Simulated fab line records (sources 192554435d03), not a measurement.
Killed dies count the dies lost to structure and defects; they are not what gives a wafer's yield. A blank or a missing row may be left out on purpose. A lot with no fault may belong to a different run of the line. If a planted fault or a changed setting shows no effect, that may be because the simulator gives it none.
Chamber matching    flow n5-finfet    N5_DUMMY_GATE_DESCUM_20 on rie-diel-02 has 4 sister chambers
The step chemistry O2, time 6.2 s. 4 wafers are shown with their chamber, then 7 later ones without.

WAFERS, EACH WITH ITS CHAMBER
wafer   chamber  drypump-motor-current-A (A)
L088.3  0        5.9
L088.5  3        5.0
L089.2  1        5.9
L089.4  2        5.8

WAFERS WITH NO CHAMBER GIVEN
wafer   drypump-motor-current-A (A)
L089.6  5.9
L091.2  5.8
L091.4  5.1
L091.6  5.8
L097.1  5.1
L097.4  6.0
L097.5  5.1

THE CHAMBER EACH PASSED THROUGH
wafer   from the rows above           in truth
L089.6  can't be placed: 0 or 1 or 2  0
L091.2  can't be placed: 2 or 0 or 1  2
L091.4  3                             3
L091.6  can't be placed: 2 or 0 or 1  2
L097.1  3                             3
L097.4  can't be placed: 0 or 1 or 2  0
L097.5  3                             3
Placed correctly: 3 of 7. Not placeable from these rows: 4 (in 4, the candidates include the true chamber). Placed wrongly: 0.
How it was worked out, from the rows above alone: a wafer's distance from a chamber is the root of the sum, over the readings, of the square of ((its reading less the chamber's mean) divided by the reading's scatter). If the next closest chamber is less than 2 further off than the closest, the wafer can't be placed; otherwise it belongs to the closest. A chamber's mean is the mean of its shown wafers. The scatter: with one shown wafer a chamber, the root of the mean of the squares of how far each hidden wafer lies from its nearest shown one.
